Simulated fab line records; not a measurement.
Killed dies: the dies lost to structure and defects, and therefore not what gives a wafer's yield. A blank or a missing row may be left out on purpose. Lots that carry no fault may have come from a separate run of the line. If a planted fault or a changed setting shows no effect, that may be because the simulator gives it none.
Split-lot study | flow n5_finfet | route with 1938 steps; 7 lots, 39 wafers read

## ABOUT THE SPLIT
At N5_BEOL_M1_ILD_DEP_00 (deposits SiOC from DEMS/O2, target thk 79 nm, time 15.3 s), the setting time_s was moved away from the recipe's 15.3 s on 18 of the 39 wafers read, by -53.6% to +54.7%. All remaining wafers had this setting at the recipe value.

No step appears in the file between the split and the reading.

## THE READING
M1_ILD_THK, in nm, at N5_BEOL_M1_THK_MEAS_01. Fault-free wafers of this fab line usually give 79.2 nm, standard deviation 1 nm.

wafer  | tool, chamber at the split | time_s as run, s | against the recipe | M1_ILD_THK, nm | against lot-mates on the recipe
L076.2 | pecvd-03, 0                | 15.3             | recipe             | 77.5           | -
L076.3 | pecvd-03, 2                | 15.3             | recipe             | 78.3           | -
L076.6 | pecvd-03, 2                | 15.3             | recipe             | 79.0           | -
L078.1 | pecvd-04, 2                | 10.53            | -31.2%             | 54.1           | -26.1
L078.2 | pecvd-04, 0                | 15.3             | recipe             | 79.4           | -
L078.3 | pecvd-04, 0                | 15.3             | recipe             | 80.7           | -
L078.4 | pecvd-04, 2                | 10.53            | -31.2%             | 56.1           | -24.1
L078.5 | pecvd-04, 2                | 15.3             | recipe             | 80.5           | -
L078.6 | pecvd-04, 0                | 10.53            | -31.2%             | 55.7           | -24.5
L084.1 | pecvd-01, 1                | 15.3             | recipe             | 77.6           | -
L084.2 | pecvd-01, 2                | 15.3             | recipe             | 78.9           | -
L084.3 | pecvd-01, 0                | 8.67             | -43.3%             | 44.8           | -33.9
L084.4 | pecvd-01, 2                | 8.67             | -43.3%             | 45.6           | -33.1
L084.5 | pecvd-01, 1                | 15.3             | recipe             | 79.7           | -
L084.6 | pecvd-01, 0                | 8.67             | -43.3%             | 45.8           | -32.9
L090.1 | pecvd-03, 0                | 15.3             | recipe             | 77.3           | -
L090.2 | pecvd-03, 2                | 23.67            | +54.7%             | 120.7          | +41.7
L090.3 | pecvd-03, 1                | 23.67            | +54.7%             | 119.6          | +40.6
L090.4 | pecvd-03, 2,0              | 15.3             | recipe             | 79.8           | -
L090.5 | pecvd-03, 2,0              | 15.3             | recipe             | 79.8           | -
L090.6 | pecvd-03, 1                | 23.67            | +54.7%             | 122.1          | +43.1
L092.1 | pecvd-04, 0                | 7.67             | -49.9%             | 42.2           | -38.4
L092.2 | pecvd-04, 1                | 15.3             | recipe             | 79.5           | -
L092.3 | pecvd-04, 0                | 15.3             | recipe             | 81.1           | -
L092.4 | pecvd-04, 1                | 7.67             | -49.9%             | 42.4           | -38.2
L092.5 | pecvd-04, 1                | 7.67             | -49.9%             | 42.3           | -38.3
L092.6 | pecvd-04, 0                | 15.3             | recipe             | 81.1           | -
L094.1 | pecvd-03, 1                | 10.06            | -34.2%             | 50.9           | -27.6
L094.2 | pecvd-03, 0                | 15.3             | recipe             | 77.8           | -
L094.3 | pecvd-03, 2                | 10.06            | -34.2%             | 52.3           | -26.2
L094.4 | pecvd-03, 0                | 15.3             | recipe             | 78.3           | -
L094.5 | pecvd-03, 2                | 15.3             | recipe             | 79.5           | -
L094.6 | pecvd-03, 1                | 10.06            | -34.2%             | 52.1           | -26.4
L095.1 | pecvd-01, 0                | 7.098            | -53.6%             | 35.9           | -42.9
L095.2 | pecvd-01, 2                | 7.098            | -53.6%             | 36.8           | -42.0
L095.3 | pecvd-01, 1                | 15.3             | recipe             | 77.8           | -
L095.4 | pecvd-01, 1                | 7.098            | -53.6%             | 36.3           | -42.5
L095.5 | pecvd-01, 0                | 15.3             | recipe             | 78.1           | -
L095.6 | pecvd-01, 2                | 15.3             | recipe             | 80.4           | -
When a row names more than one chamber, that row covers several wafers, and the file does not tell which wafer ran in which chamber.

THE FIT
A straight line over all 39 wafers: M1_ILD_THK changes by +0.77 nm for each +1% of time_s; r = +1.00; the points scatter about the line by 1.2 nm.
The same after taking each lot's own level away (the mean of its wafers on the recipe; 39 wafers): +0.775 nm for each +1%; r = +1.00; scatter 0.87 nm.
According to that fit, moving time_s by its largest amount changes the reading by 42 nm.
The span of the lots' own levels, 78.27 to 80.57 nm, comes to 2.3 times the standard deviation stated above.
Consequently the slope shifts little with the lot-to-lot level, the two slopes agreeing.
Check: for one of the wafers moved furthest among these (+54.7%), held out of the fit, the line's prediction against its lot-mates is +42.3 nm. Against them it came out at +41.7 nm.

## THE OTHER SPLITS THESE WAFERS WENT THROUGH
Note: prior to the reading, these wafers also went through further splits. Each is held against what the fit with the lots' levels taken away leaves over:
other split on the same wafers       | wafers away from the commonest value | r with M1_ILD_THK (lot level and that fit taken away)
N5_FIN_SAQP_ETCH_69 target_depth_a   | 12                                   | -0.01
N5_SD_EPI_P_EPI_21 epi_growth_time_s | 12                                   | +0.09
N5_HKMG_FIN_ETCH_35 target_depth_a   | 9                                    | +0.05
N5_BEOL_M0_SAQP_ALD_48 ald_cycles    | 18                                   | -0.09

## THE WHOLE CHAIN: every reading that the file lists as answering this split, in the file's order
step                   | what it does                                              | reading                                                                            | change (the file's fit)               | r (the file's)
N5_BEOL_M1_ILD_DEP_00  | deposits SiOC from DEMS/O2, target thk 79 nm, time 15.3 s | SiOC_of_BEOL_M1_ILD_DEP_00.thk_nm (the simulator's own value, which no gauge read) | +0.777 nm for each +1% of the setting | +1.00
N5_BEOL_M1_THK_MEAS_01 |                                                           | M1_ILD_THK                                                                         | +0.777 for each +1% of the setting    | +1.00

## FILE'S OWN FIT
M1_ILD_THK changes by +0.777 nm for each +1% of time_s, r = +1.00.
